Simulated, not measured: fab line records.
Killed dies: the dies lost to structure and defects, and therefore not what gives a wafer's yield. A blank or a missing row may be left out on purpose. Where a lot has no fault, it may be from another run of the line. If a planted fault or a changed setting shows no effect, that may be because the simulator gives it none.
fab line records	flow n5_finfet
record: lots: 14	wafers: 41	last_day: 19
route steps=1938 shown FIN_SAQP@126 STI_FIN_REVEAL@207 BEOL_M4@1111
lots untouched by any fault: they come from a run of this same line in which no faults occurred
start_h: hours from the record's first day to the start of the lot's first wafer shown	wait_h: time in hours since the lot's previous step	" same as the row above	L1.1+2: a row that stands for several wafers	- no value, or no start was given	* or withheld: withheld	< > ~ a bound
route shown NAME@n: a module of which the file shows steps, and the number in the route of the first	usual: mean and standard deviation over wafers with no fault	same: alike in all rows	chamber/n: place in a boat	sites: each site's reading	_std_site: standard deviation of those values	_edge_site: outer sites' mean less inner sites'	radius_mm: for every site, how far away it sits from the centre of the wafer	mask NAME#n: copy n	behind: the most recent tool/chamber to have shaped the wafer	hold: why the lot went on hold/how many hours it stayed there/how the hold came to an end	device: names the non-switching transistor (n, p or np)	end of line: tests run on the same wafers once the route is complete	step lacking rows: just its recipe	killed: dies that structure and defects cost at the first sort, which is not the same as the wafer's yield	map: the dies of a wafer, with x for killed, . for not killed, _ for no die there
set.NAME: the run value of the setting; set.NAME@STEP: its run value at that earlier step	model.NAME: the simulator's own value behind a step, which no gauge read
the route's steps for a sample of lots (tables are steps, rows are wafers)
services: when a tool's chamber went out of use (start_h, in hours from the record's first day, below 0 if earlier), for how many hours, and the reason
== steps ==
step: N5_FIN_SAQP_SPACER1_ETCHBACK_25
recipe: chemistry: CHF3/O2	mode: anisotropic_etchback	target: SiO2	target_depth_a: 244	time_s: 12.2	pressure_mtorr: 30	source_w: 650	bias_w: 170	Ar_flow_sccm: 200	CHF3_flow_sccm: 50	O2_flow_sccm: 5	ion_energy_ev: 200
usual: drypump_motor_current_A: 5.6/0.54	oes_product_au: 0.81/0.098	rf_vpp_V: 524/8.1	showerhead_plenum_p_Torr: 2.43/0.082	throttle_valve_pct: 18.90/0.24
lot.wafer	tool	chamber	start_h	wait_h	drypump_motor_current_A	oes_product_au	rf_hours_counter_h	rf_vpp_V	showerhead_plenum_p_Torr	throttle_valve_pct
L140.1	rie_diel-03	1	32.10	0.4	6.3	0.87	49	536	2.46	18.56
L140.4	"	2	"	"	5.6	0.92	23	537	2.36	18.88
L140.6	"	3	"	"	5.7	0.88	-	517	2.36	18.67
L141.2	rie_diel-03	0	38.85	0.4	5.2	0.84	62	526	2.54	18.89
L141.3	"	3	"	"	5.7	0.89	47	518	2.36	18.68
L143.1	rie_diel-03	1	50.30	0.4	6.3	0.86	56	537	2.46	18.57
L143.3	"	0	"	"	5.1	0.83	67	525	2.54	18.89
L143.6	"	2	"	"	5.6	0.91	-	536	2.35	18.90
L144.2	rie_diel-06	0	54.80	0.5	5.3	0.68	231	524	2.46	19.07
L144.3	"	3	"	"	5.0	0.68	258	526	2.29	19.51
L144.5	"	3	"	"	5.0	0.68	-	526	2.29	19.51
L146.1	rie_diel-04	1	66.25	0.5	5.7	0.77	149	519	2.31	18.52
L146.4	"	3	"	"	5.8	0.73	153	514	2.43	18.79
L146.6	"	1	"	"	5.7	0.78	-	517	2.31	18.53
L147.1	rie_diel-03	3	71.21	0.4	5.7	0.85	58	518	2.35	18.67
L147.3	"	1	"	"	6.2	0.85	63	534	2.46	18.59
L147.6	"	3	"	"	5.7	0.86	-	518	2.35	18.66
L152.1	rie_diel-04	3	103.24	0.4	5.8	0.72	164	514	2.42	18.82
L152.4	"	2	"	"	6.8	0.68	194	523	2.40	19.34
L152.5	"	2	"	"	6.8	0.68	-	523	2.40	19.34
L154.2	rie_diel-06	1	115.47	0.4	5.9	0.95	14	531	2.57	18.75
L154.3	"	2	"	"	5.4	0.71	221	525	2.47	19.06
L154.5	"	2	"	"	5.4	0.71	-	524	2.47	19.05
L157.2	rie_diel-06	1	132.28	0.4	5.9	0.94	20	530	2.57	18.76
L157.3	"	0	"	"	5.3	0.99	0	523	2.45	18.68
L157.6	"	2	"	"	5.4	0.70	-	526	2.47	19.05
L158.1	rie_diel-06	0	138.67	0.5	5.2	0.98	2	524	2.45	18.68
L158.3	"	2	"	"	5.4	0.70	229	526	2.47	19.07
L158.5	"	2	"	"	5.4	0.70	-	525	2.47	19.03
L159.3	rie_diel-04	3	143.53	0.4	5.8	0.71	176	514	2.42	18.84
L159.5	"	1	"	"	5.7	0.76	-	516	2.30	18.54
L159.6	"	0	"	"	4.9	0.83	-	513	2.36	18.99
L160.2	rie_diel-06	0	150.07	0.4	5.2	0.96	5	523	2.45	18.69
L160.4	"	1	"	"	5.9	0.92	25	532	2.56	18.75
L160.5	"	3	"	"	5.0	0.96	-	534	2.58	19.12
L161.3	rie_diel-06	0	155.42	0.4	5.3	0.96	7	524	2.45	18.68
L161.4	"	3	"	"	4.9	0.97	16	536	2.58	19.11
L161.5	"	0	"	"	5.3	0.94	-	524	2.45	18.67
L162.1	rie_diel-06	0	161.63	0.5	5.3	0.95	8	522	2.45	18.69
L162.3	"	1	"	"	5.9	0.93	28	530	2.56	18.79
L162.4	"	2	"	"	5.4	0.70	235	523	2.46	19.06
step: N5_FIN_SAQP_ETCH_57
recipe: chemistry: CH3F/O2	target: SiNx	mask_material: SiO2	target_depth_a: 325	time_s: 46.4	pressure_mtorr: 30	source_w: 395	bias_w: 73	Ar_flow_sccm: 150	CH3F_flow_sccm: 30	O2_flow_sccm: 20	ion_energy_ev: 120	ends: cleared
usual: drypump_motor_current_A: 5.6/0.52	etch_rf_on_time_s: 46.5/0.98	oes_product_au: 0.69/0.08	rf_vpp_V: 297/4.3	showerhead_plenum_p_Torr: 2.01/0.071	throttle_valve_pct: 16.33/0.24
lot.wafer	tool	chamber	start_h	wait_h	drypump_motor_current_A	etch_rf_on_time_s	oes_product_au	rf_hours_counter_h	rf_vpp_V	showerhead_plenum_p_Torr	throttle_valve_pct
L140.1	rie_diel-04	1	32.34	0.0	5.8	47.2	0.67	136	292	1.91	15.96
L140.4	"	2	"	"	6.8	47.9	0.61	169	297	2.00	16.74
L140.6	"	2	"	"	6.8	48.3	0.61	-	296	2.00	16.74
L141.2	rie_diel-04	1	39.14	0.1	5.7	46.2	0.67	139	295	1.91	15.96
L141.3	"	2	"	"	6.8	47.1	0.61	171	298	2.00	16.75
L143.1	rie_diel-06	2	50.55	0.0	5.4	46.3	0.62	198	300	2.06	16.48
L143.3	"	0	"	"	5.3	47.4	0.59	229	298	2.04	16.54
L143.6	"	3	"	"	5.0	47.9	0.59	-	298	1.90	16.97
L144.2	rie_diel-04	3	55.05	0.0	5.8	46.4	0.62	149	292	2.02	16.25
L144.3	"	0	"	"	5.0	46.0	0.73	54	291	1.96	16.36
L144.5	"	0	"	"	5.0	46.6	0.73	-	291	1.96	16.35
L146.1	rie_diel-03	3	66.49	0.0	5.7	44.9	0.74	56	294	1.95	16.11
L146.4	"	1	"	"	6.3	45.7	0.73	62	302	2.04	16.06
L146.6	"	3	"	"	5.7	47.1	0.74	-	295	1.95	16.12
L147.1	rie_diel-04	2	71.46	0.0	6.8	47.8	0.60	183	297	2.00	16.76
L147.3	"	0	"	"	4.9	48.0	0.72	59	292	1.96	16.35
L147.6	"	1	"	"	5.7	48.1	0.66	-	293	1.91	15.98
L152.1	rie_diel-04	3	103.49	0.0	5.8	45.8	0.62	164	294	2.01	16.27
L152.4	"	1	"	"	5.7	46.3	0.66	153	293	1.91	15.98
L152.5	"	3	"	"	5.8	46.5	0.62	-	293	2.01	16.29
L154.2	rie_diel-06	1	115.72	0.0	5.9	44.7	0.83	14	303	2.14	16.16
L154.3	"	3	"	"	5.0	44.6	0.87	4	303	2.15	16.46
L154.5	"	1	"	"	5.9	46.3	0.81	-	300	2.13	16.14
L157.2	rie_diel-06	0	132.52	0.0	5.3	46.5	0.84	0	299	2.04	16.10
L157.3	"	3	"	"	4.9	45.1	0.83	10	304	2.15	16.47
L157.6	"	1	"	"	5.9	46.6	0.80	-	300	2.13	16.13
L158.1	rie_diel-03	0	139.00	0.1	5.2	45.4	0.69	90	297	2.10	16.32
L158.3	"	3	"	"	5.7	44.9	0.72	77	295	1.95	16.13
L158.5	"	2	"	"	5.6	47.1	0.73	-	304	1.94	16.34
L159.3	rie_diel-06	0	143.79	0.0	5.2	45.9	0.83	3	297	2.03	16.11
L159.5	"	3	"	"	5.0	45.0	0.83	-	303	2.15	16.49
L159.6	"	2	"	"	5.4	47.2	0.60	-	298	2.05	16.54
L160.2	rie_diel-03	2	150.32	0.0	5.6	45.9	0.73	60	305	1.94	16.35
L160.4	"	0	"	"	5.2	47.2	0.69	94	299	2.10	16.33
L160.5	"	0	"	"	5.2	46.6	0.68	-	299	2.10	16.35
L161.3	rie_diel-03	0	155.66	0.0	5.2	46.0	0.68	96	297	2.09	16.35
L161.4	"	2	"	"	5.6	46.4	0.74	62	305	1.94	16.35
L161.5	"	0	"	"	5.1	46.8	0.68	-	298	2.09	16.35
L162.1	rie_diel-04	0	161.89	0.1	5.0	47.0	0.70	86	290	1.95	16.41
L162.3	"	3	"	"	5.8	46.8	0.60	182	292	2.01	16.32
L162.4	"	2	"	"	6.8	47.1	0.58	209	298	1.99	16.81
step: N5_FIN_SAQP_ETCH_69
recipe: chemistry: N2/H2	target: SOC	target_depth_a: 1500	stop_on: SiNx	ion_energy_ev: 100	bias_w: 61	pressure_mtorr: 30	source_w: 850	n2_flow_sccm: 200	h2_flow_sccm: 200
usual: drypump_motor_current_A: 5.6/0.46	oes_product_au: 0.79/0.092	rf_vpp_V: 241.0/1.4	showerhead_plenum_p_Torr: 2.55/0.095	throttle_valve_pct: 17.75/0.25
lot.wafer	tool	chamber	start_h	wait_h	drypump_motor_current_A	oes_product_au	rf_hours_counter_h	rf_vpp_V	showerhead_plenum_p_Torr	throttle_valve_pct
L140.1	rie_diel-04	3	33.03	-	5.8	0.73	141	241.2	2.54	17.49
L140.4	"	0	"	"	4.9	0.86	49	240.4	2.47	17.77
L140.6	"	2	"	"	6.8	0.71	-	238.8	2.53	18.16
L141.2	rie_diel-03	2	39.83	-	5.6	0.90	26	240.3	2.48	17.81
L141.3	"	3	"	"	5.7	0.85	47	239.0	2.48	17.58
L143.1	rie_diel-04	0	51.22	-	5.0	0.86	53	239.2	2.47	17.77
L143.3	"	3	"	"	5.8	0.72	148	241.3	2.54	17.50
L143.6	"	3	"	"	5.8	0.73	-	239.0	2.54	17.50
L144.2	rie_diel-06	2	55.72	-	5.4	0.72	200	241.5	2.60	17.81
L144.3	"	0	"	"	5.3	0.68	231	242.0	2.61	18.13
L144.5	"	2	"	"	5.4	0.72	-	241.5	2.60	17.84
L146.1	rie_diel-03	0	67.18	-	5.2	0.82	72	243.3	2.66	17.68
L146.4	"	3	"	"	5.7	0.85	56	242.7	2.47	17.61
L146.6	"	3	"	"	5.7	0.85	-	240.3	2.47	17.59
L147.1	rie_diel-03	3	72.46	-	5.7	0.84	58	240.1	2.47	17.60
L147.3	"	2	"	"	5.6	0.88	37	240.1	2.48	17.84
L147.6	"	3	"	"	5.7	0.84	-	240.1	2.47	17.62
L152.1	rie_diel-03	1	104.18	-	6.3	0.82	73	240.6	2.56	17.32
L152.4	"	3	"	"	5.7	0.83	68	240.0	2.47	17.63
L152.5	"	1	"	"	6.3	0.81	-	242.7	2.56	17.33
L154.2	rie_diel-06	2	116.39	-	5.4	0.70	221	243.4	2.59	17.85
L154.3	"	1	"	"	5.9	0.94	14	241.9	2.72	17.62
L154.5	"	3	"	"	5.0	0.99	-	241.0	2.70	17.69
L157.2	rie_diel-03	3	133.19	-	5.7	0.83	75	239.7	2.47	17.62
L157.3	"	2	"	"	5.6	0.85	54	241.6	2.47	17.86
L157.6	"	0	"	"	5.2	0.80	-	241.6	2.65	17.69
L158.1	rie_diel-06	3	139.90	-	5.0	0.95	12	242.6	2.69	17.70
L158.3	"	2	"	"	5.4	0.69	229	241.4	2.59	17.88
L158.5	"	3	"	"	4.9	0.96	-	242.7	2.69	17.72
L159.3	rie_diel-04	3	144.47	-	5.8	0.70	177	241.1	2.53	17.56
L159.5	"	3	"	"	5.8	0.70	-	239.6	2.53	17.55
L159.6	"	1	"	"	5.7	0.75	-	240.6	2.43	17.44
L160.2	rie_diel-03	0	151.22	-	5.2	0.79	95	241.4	2.65	17.72
L160.4	"	2	"	"	5.6	0.84	60	241.3	2.47	17.89
L160.5	"	3	"	"	5.7	0.81	-	239.5	2.46	17.63
L161.3	rie_diel-06	2	156.33	-	5.4	0.69	233	242.8	2.59	17.86
L161.4	"	0	"	"	5.3	0.94	7	241.3	2.60	17.70
L161.5	"	2	"	"	5.3	0.70	-	242.0	2.59	17.88
L162.1	rie_diel-03	3	162.56	-	5.7	0.81	86	239.6	2.46	17.64
L162.3	"	2	"	"	5.6	0.83	64	241.6	2.46	17.88
L162.4	"	1	"	"	6.2	0.80	90	242.6	2.56	17.35
step: N5_FIN_SAQP_SPACER2_ALD_28
recipe: material: SiO2	target_thk_a: 81	temp_c: 300	ald_precursor_family: BDEAS	ald_co_reactant: O2-plasma	pulse_time_s: 1	purge_time_s: 2	co_reactant_purge_time_s: 2	pressure_torr: 2
usual: chamber_pressure_Torr: 2.000/0.0047	heater_power_outer_w: 262/35	heater_power_w: 466/53	precursor_pulse_height_rel: 1.001/0.021
lot.wafer	tool	chamber	start_h	wait_h	chamber_pressure_Torr	heater_power_outer_w	heater_power_w	precursor_pulse_height_rel
L140.1	ald_sin-01	3	33.84	0.5	1.996	247	439	1.026
L140.4	"	2	"	"	2.000	249	437	1.026
L140.6	"	0	"	"	1.999	279	466	1.005
L141.2	ald_sin-03	2	40.40	0.4	1.993	315	533	1.001
L141.3	"	0	"	"	2.008	254	469	0.988
L143.1	ald_sin-04	1	51.52	0.1	2.008	280	465	1.014
L143.3	"	3	"	"	2.001	246	445	0.975
L143.6	"	1	"	"	2.002	281	477	0.991
L144.2	ald_sin-04	2	56.03	0.1	2.004	302	537	0.988
L144.3	"	0	"	"	1.997	263	476	1.002
L144.5	"	2	"	"	2.001	308	555	1.016
L146.1	ald_sin-03	0	67.48	0.1	2.004	254	470	0.985
L146.4	"	1	"	"	1.996	251	465	1.012
L146.6	"	2	"	"	1.993	313	513	0.969
L147.1	ald_sin-01	0	72.76	0.1	2.008	281	440	0.993
L147.3	"	1	"	"	1.996	311	549	1.005
L147.6	"	3	"	"	1.999	249	437	1.028
L152.1	ald_sin-01	3	104.48	0.1	2.001	240	427	1.025
L152.4	"	2	"	"	1.994	227	415	0.982
L152.5	"	2	"	"	1.999	225	411	0.987
L154.2	ald_sin-01	2	116.69	0.1	2.002	235	414	1.009
L154.3	"	3	"	"	2.005	246	427	0.995
L154.5	"	2	"	"	1.998	224	417	1.018
L157.2	ald_sin-04	3	133.76	0.4	2.003	251	442	1.011
L157.3	"	2	"	"	2.000	313	548	0.956
L157.6	"	2	"	"	1.999	313	547	1.030
L158.1	ald_sin-04	2	141.55	0.1	1.995	302	541	0.969
L158.3	"	3	"	"	2.005	245	445	0.990
L158.5	"	0	"	"	2.007	267	483	1.016
L159.3	ald_sin-03	3	144.86	0.1	1.998	195	359	1.014
L159.5	"	2	"	"	1.992	305	518	0.986
L159.6	"	1	"	"	2.005	257	473	0.995
L160.2	ald_sin-03	2	151.80	0.4	2.005	308	514	0.988
L160.4	"	1	"	"	2.002	256	466	0.997
L160.5	"	2	"	"	2.002	318	522	0.992
L161.3	ald_sin-03	0	156.64	0.1	1.999	255	470	1.033
L161.4	"	2	"	"	1.998	320	518	1.019
L161.5	"	3	"	"	2.003	196	364	1.030
L162.1	ald_sin-04	1	162.86	0.1	2.003	285	478	1.018
L162.3	"	3	"	"	1.999	253	452	1.018
L162.4	"	2	"	"	2.005	307	547	0.977
step: N5_FIN_SAQP_CD_MEAS_31
recipe: target_cd_nm: 8	landing_energy_ev: 1000	detector: se_inlens	polarity: line
usual: cd_nm: 8.12/0.21
lot.wafer	tool	chamber	start_h	wait_h	cd_nm
L140.1	cd_sem-03	0	34.37	0.1	8.21
L140.4	"	0	"	"	8.20
L140.6	"	0	"	"	7.71
L141.2	cd_sem-02	0	41.06	0.1	8.43
L141.3	"	0	"	"	7.82
L143.1	cd_sem-02	0	52.14	0.1	8.26
L143.3	"	0	"	"	7.82
L143.6	"	0	"	"	7.90
L144.2	cd_sem-03	0	56.55	0.1	8.10
L144.3	"	0	"	"	8.03
L144.5	"	0	"	"	7.92
L146.1	cd_sem-01	0	68.05	0.1	7.78
L146.4	"	0	"	"	8.16
L146.6	"	0	"	"	8.18
L147.1	cd_sem-01	0	73.28	0.1	8.39
L147.3	"	0	"	"	7.94
L147.6	"	0	"	"	7.97
L152.1	cd_sem-03	0	105.01	0.1	6.27
L152.4	"	0	"	"	8.18
L152.5	"	0	"	"	6.66
L154.2	cd_sem-03	0	117.22	0.1	8.24
L154.3	"	0	"	"	8.18
L154.5	"	0	"	"	6.40
L157.2	cd_sem-02	0	134.28	0.1	8.41
L157.3	"	0	"	"	7.95
L157.6	"	0	"	"	7.94
L158.1	cd_sem-02	0	142.07	0.1	8.22
L158.3	"	0	"	"	8.03
L158.5	"	0	"	"	8.24
L159.3	cd_sem-01	0	145.42	0.1	7.95
L159.5	"	0	"	"	8.23
L159.6	"	0	"	"	8.30
L160.2	cd_sem-02	0	152.34	0.1	8.33
L160.4	"	0	"	"	8.20
L160.5	"	0	"	"	8.14
L161.3	cd_sem-03	0	157.17	0.1	8.53
L161.4	"	0	"	"	8.02
L161.5	"	0	"	"	7.88
L162.1	cd_sem-03	0	163.38	0.1	8.22
L162.3	"	0	"	"	8.05
L162.4	"	0	"	"	8.28
step: N5_STI_FIN_REVEAL_CD_MEAS_22
recipe: target_cd_nm: 6.238	pitch_nm: 28	polarity: line
usual: cd_nm: 6.28/0.26
lot.wafer	tool	chamber	start_h	wait_h	cd_nm
L140.1	cd_sem-01	-	48.02	0.0	6.21
L140.4	"	-	"	"	6.51
L140.6	"	-	"	"	6.68
L141.2	cd_sem-03	-	52.04	0.0	6.04
L141.3	"	-	"	"	6.66
L143.1	cd_sem-03	-	63.37	0.0	6.51
L143.3	"	-	"	"	5.92
L143.6	"	-	"	"	5.83
L144.2	cd_sem-03	-	67.33	0.0	6.19
L144.3	"	-	"	"	6.26
L144.5	"	-	"	"	6.10
L146.1	cd_sem-01	-	79.04	0.0	6.61
L146.4	"	-	"	"	6.83
L146.6	"	-	"	"	6.94
L147.1	cd_sem-03	-	84.11	0.0	6.35
L147.3	"	-	"	"	6.57
L147.6	"	-	"	"	6.44
L152.1	cd_sem-03	-	115.51	0.0	4.54
L152.4	"	-	"	"	6.25
L152.5	"	-	"	"	4.08
L154.2	cd_sem-02	-	128.07	0.0	6.36
L154.3	"	-	"	"	6.02
L154.5	"	-	"	"	4.52
L157.2	cd_sem-03	-	145.42	0.0	6.45
L157.3	"	-	"	"	6.42
L157.6	"	-	"	"	6.55
L158.1	cd_sem-02	-	152.95	0.0	6.31
L158.3	"	-	"	"	5.94
L158.5	"	-	"	"	6.43
L159.3	cd_sem-03	-	155.94	0.0	5.94
L159.5	"	-	"	"	6.08
L159.6	"	-	"	"	6.39
L160.2	cd_sem-03	-	164.46	0.0	6.07
L160.4	"	-	"	"	6.33
L160.5	"	-	"	"	6.40
L161.3	cd_sem-01	-	167.73	0.0	6.44
L161.4	"	-	"	"	6.09
L161.5	"	-	"	"	6.00
L162.1	cd_sem-02	-	174.27	0.0	5.85
L162.3	"	-	"	"	6.31
L162.4	"	-	"	"	6.12
step: N5_BEOL_M4_RC_MEAS_101
usual: DIBL_N: 36.0/2.2	DIBL_P: 36.2/2.4	IOFF_N: 0.16/0.035	IOFF_N_85C: 3.1/0.57	IOFF_N_LIN: 0.073/0.013	IOFF_P: 0.21/0.037	IOFF_P_85C: 3.6/0.54	IOFF_P_LIN: 0.099/0.013	ION_N: 672/13	ION_P: 461/7	SS_N: 71.4/0.69	SS_P: 73.2/0.75	VT_N: 250/3.4	VT_N_LVT: 99/3.6	VT_P: -251/3	VT_P_LVT: -99.1/2.7
lot.wafer	tool	chamber	start_h	wait_h	DIBL_N[mV/V]	DIBL_P[mV/V]	IOFF_N[nA/um]	IOFF_N_85C[nA/um]	IOFF_N_LIN[nA/um]	IOFF_P[nA/um]	IOFF_P_85C[nA/um]	IOFF_P_LIN[nA/um]	ION_N[uA/um]	ION_P[uA/um]	SS_N[mV/dec]	SS_P[mV/dec]	VT_N[mV]	VT_N_LVT[mV]	VT_P[mV]	VT_P_LVT[mV]
L141.2	prober-01	0	202.54	0.2	38.5	37.1	0.18	3.5	0.083	0.22	3.8	0.102	671	458	72.7	73.8	247	97	-250	-98.6
L141.3	"	0	"	"	39.2	37.9	0.21	3.9	0.090	0.24	4.2	0.110	679	458	71.8	73.9	248	94	-246	-96.7
L140.1	prober-02	0	207.70	0.0	33.4	33.8	0.13	2.6	0.063	0.17	3.0	0.090	678	460	70.8	72.1	252	100	-251	-100.6
L140.4	"	0	"	"	30.8	32.2	0.10	2.1	0.052	0.16	2.9	0.086	659	462	70.2	72.1	257	103	-254	-100.1
L140.6	"	0	"	"	33.7	34.7	0.14	2.9	0.068	0.19	3.3	0.098	679	465	70.8	72.4	249	98	-253	-99.0
L143.1	prober-02	0	232.31	0.0	34.8	35.5	0.14	2.7	0.067	0.20	3.6	0.101	672	463	70.9	73.6	252	100	-252	-97.5
L143.3	"	0	"	"	34.9	35.1	0.14	2.8	0.069	0.20	3.5	0.102	666	462	70.7	72.9	251	99	-248	-98.2
L143.6	"	0	"	"	33.5	34.3	0.12	2.5	0.061	0.18	3.3	0.094	661	457	70.3	72.7	254	101	-251	-99.4
L146.1	prober-02	0	235.70	0.0	34.2	33.5	0.13	2.7	0.065	0.18	3.3	0.094	675	465	70.3	72.5	252	102	-250	-100.2
L146.4	"	0	"	"	36.7	37.9	0.18	3.5	0.087	0.24	4.1	0.114	684	471	71.8	73.6	246	96	-246	-96.6
L146.6	"	0	"	"	36.2	36.5	0.16	3.2	0.078	0.22	3.8	0.107	683	460	70.8	73.1	249	98	-250	-98.1
L144.2	prober-02	0	236.88	0.2	37.0	39.5	0.18	3.4	0.080	0.26	4.4	0.114	667	465	72.0	74.1	252	99	-250	-97.3
L144.3	"	0	"	"	36.6	38.0	0.17	3.3	0.078	0.23	3.9	0.106	674	460	71.6	74.1	248	98	-251	-98.2
L144.5	"	0	"	"	34.1	35.2	0.13	2.6	0.062	0.19	3.3	0.092	660	463	71.6	72.9	254	102	-254	-101.8
L147.1	prober-01	0	240.70	0.0	38.1	37.4	0.20	3.7	0.078	0.21	3.6	0.097	667	455	72.1	73.1	250	97	-252	-99.5
L147.3	"	0	"	"	38.7	40.3	0.22	4.1	0.095	0.26	4.3	0.115	690	466	71.9	74.4	244	92	-246	-96.0
L147.6	"	0	"	"	37.8	39.1	0.19	3.6	0.085	0.23	4.0	0.106	677	459	71.7	73.5	248	95	-252	-98.4
L152.1	prober-01	0	270.87	0.0	25.8	22.1	0.04	0.9	0.021	0.07	1.4	0.043	587	422	69.6	69.8	276	121	-264	-113.0
L152.4	"	0	"	"	35.4	34.3	0.15	3.0	0.072	0.19	3.3	0.091	675	463	71.1	72.8	248	96	-253	-98.3
L152.5	"	0	"	"	26.5	22.6	0.04	1.0	0.023	0.07	1.5	0.045	600	425	69.6	69.8	274	120	-266	-111.3
L154.2	prober-02	0	299.60	0.2	35.1	36.3	0.15	3.0	0.070	0.22	3.8	0.103	664	461	71.1	73.1	248	99	-250	-97.6
L154.3	"	0	"	"	35.3	35.5	0.15	2.9	0.069	0.19	3.4	0.093	677	457	70.9	73.1	251	100	-252	-100.6
L154.5	"	0	"	"	24.5	21.6	0.03	0.8	0.020	0.07	1.4	0.043	592	421	69.3	69.2	277	126	-264	-114.6
L157.2	prober-01	0	304.76	0.2	40.9	41.1	0.26	4.7	0.113	0.30	4.8	0.128	700	476	72.6	75.2	243	92	-247	-94.6
L157.3	"	0	"	"	38.3	37.2	0.18	3.5	0.083	0.23	3.8	0.105	689	466	71.8	73.6	249	96	-251	-97.8
L157.6	"	0	"	"	38.9	38.2	0.20	3.8	0.091	0.24	4.0	0.110	691	462	71.8	74.7	249	93	-249	-96.7
L159.3	prober-01	0	316.21	0.3	36.3	35.8	0.16	3.1	0.073	0.18	3.3	0.090	681	460	71.5	72.7	248	95	-254	-99.4
L159.5	"	0	"	"	36.5	36.5	0.16	3.1	0.074	0.19	3.3	0.091	684	460	71.9	73.1	253	94	-252	-98.2
L159.6	"	0	"	"	39.1	39.1	0.21	3.9	0.090	0.23	3.9	0.101	696	462	71.9	73.3	245	93	-251	-96.1
L158.1	prober-02	0	322.04	0.0	35.0	35.2	0.14	2.7	0.064	0.18	3.3	0.091	658	455	70.9	72.9	252	99	-250	-99.2
L158.3	"	0	"	"	33.6	33.7	0.11	2.3	0.055	0.16	3.0	0.084	645	447	70.1	71.8	254	101	-254	-99.2
L158.5	"	0	"	"	33.6	34.3	0.12	2.4	0.057	0.16	3.0	0.085	649	451	70.0	71.6	255	100	-253	-99.8
L160.2	prober-02	0	333.93	0.2	36.0	34.2	0.14	2.7	0.067	0.21	3.7	0.108	677	467	71.6	73.0	251	101	-244	-98.4
L160.4	"	0	"	"	39.7	38.0	0.20	3.7	0.088	0.28	4.7	0.130	687	476	71.6	73.2	247	98	-243	-95.4
L160.5	"	0	"	"	38.7	37.5	0.18	3.4	0.081	0.26	4.4	0.122	677	471	71.9	73.5	247	99	-245	-96.9
L161.3	prober-02	0	338.34	0.3	37.0	38.6	0.19	3.6	0.087	0.23	3.7	0.100	689	460	71.7	74.1	247	96	-250	-98.8
L161.4	"	0	"	"	37.4	39.4	0.20	3.9	0.091	0.23	3.8	0.103	696	470	72.3	73.4	247	94	-251	-99.8
L161.5	"	0	"	"	35.2	37.4	0.17	3.3	0.080	0.21	3.5	0.096	681	468	71.6	73.8	250	96	-251	-100.4
L162.1	prober-01	0	341.10	0.0	36.0	35.5	0.14	2.8	0.069	0.20	3.5	0.098	676	466	70.8	73.0	251	101	-249	-99.4
L162.3	"	0	"	"	37.5	37.4	0.18	3.3	0.081	0.24	4.1	0.111	682	473	71.7	73.2	249	97	-247	-97.3
L162.4	"	0	"	"	36.2	36.2	0.16	2.9	0.074	0.21	3.7	0.103	678	466	71.3	73.0	250	97	-248	-99.1
== services ==
tool	chamber	start_h	hours	kind
ald_sin-03	1	10.33	2.2	repair
ald_sin-01	1	13.22	1.4	repair
ald_sin-04	1	14.32	2.5	repair
rie_diel-06	3	19.86	10.1	repair
ald_sin-03	0	21.18	4.4	repair
rie_diel-04	0	33.73	4.9	repair
rie_diel-06	3	40.78	3.3	repair
rie_diel-06	1	49.39	-	clean
rie_diel-06	1	49.39	-	consumable_replace:focus_ring
rie_diel-06	1	49.39	-	consumable_replace:showerhead
rie_diel-06	1	49.39	21.1	scheduled_down
rie_diel-06	1	49.39	21.1	vent_cycle
ald_sin-01	-	65.57	0.7	repair
rie_diel-06	3	70.48	-	clean
rie_diel-03	0	72.76	9.1	repair
ald_sin-03	0	73.62	5.7	repair
rie_diel-06	-	74.08	0.7	repair
ald_sin-03	-	80.68	6.1	pm
ald_sin-01	-	85.75	14.0	pm
ald_sin-03	-	108.58	0.9	repair
ald_sin-03	-	119.99	2.8	pm
ald_sin-03	1	130.03	1.8	repair
ald_sin-01	2	130.46	7.6	repair
rie_diel-04	2	142.43	9.2	repair
== key ==
first_sign: step: N5_FIN_SAQP_CD_MEAS_31	reading: cd_nm	direction: down	sigmas: 8	usual: 8.12	struck: 6.45
effect: step: N5_STI_FIN_REVEAL_CD_MEAS_22	reading: cd_nm	direction: down	sigmas: 7.3	usual: 6.28	struck: 4.38
effect: step: N5_BEOL_M4_RC_MEAS_101	reading: VT_N	direction: up	sigmas: 7.5	usual: 250	struck: 276
effect: step: N5_BEOL_M4_RC_MEAS_101	reading: VT_N_LVT	direction: up	sigmas: 6.5	usual: 99	struck: 122
effect: step: N5_BEOL_M4_RC_MEAS_101	reading: ION_N	direction: down	sigmas: 6.3	usual: 672	struck: 593
effect: step: N5_BEOL_M4_RC_MEAS_101	reading: DIBL_P	direction: down	sigmas: 5.8	usual: 36.2	struck: 22.1
effect: step: N5_BEOL_M4_RC_MEAS_101	reading: ION_P	direction: down	sigmas: 5.4	usual: 461	struck: 423
effect: step: N5_BEOL_M4_RC_MEAS_101	reading: VT_P_LVT	direction: down	sigmas: 5.1	usual: -99.1	struck: -113.0
effect: step: N5_BEOL_M4_RC_MEAS_101	reading: DIBL_N	direction: down	sigmas: 4.8	usual: 36.0	struck: 25.6
effect: step: N5_BEOL_M4_RC_MEAS_101	reading: SS_P	direction: down	sigmas: 4.8	usual: 73.2	struck: 69.6
effect: step: N5_BEOL_M4_RC_MEAS_101	reading: VT_P	direction: down	sigmas: 4.8	usual: -251	struck: -265
effect: step: N5_BEOL_M4_RC_MEAS_101	reading: IOFF_P_LIN	direction: down	sigmas: 4.2	usual: 0.099	struck: 0.044
effect: step: N5_BEOL_M4_RC_MEAS_101	reading: IOFF_P_85C	direction: down	sigmas: 4	usual: 3.6	struck: 1.4
effect: step: N5_BEOL_M4_RC_MEAS_101	reading: IOFF_N_LIN	direction: down	sigmas: 3.9	usual: 0.073	struck: 0.021
met_at N5_FIN_SAQP_SPACER2_ALD_28
struck_lots L152,L154
struck_wafers L152.1,L152.5,L154.5
sort_left_out L152.1,L152.5,L154.5
not_acting_at N5_FIN_SAQP_SPACER1_ETCHBACK_25,N5_FIN_SAQP_ETCH_57,N5_FIN_SAQP_ETCH_69
onset_between 72.76 104.48
fault: kind: process_parameter_drift	tool: ald_sin-01	chamber: -	onset_h: 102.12	steps: N5_FIN_SAQP_SPACER2_ALD_28	channel: target_thk_a	offset: *	shape: step	end_h: 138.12	scope: struck_wafers_only	acts_in: *	stated: *
sort_left_out: the simulated sort isn't trusted on such a fault, so these wafers' sort isn't shown, and their yield isn't known
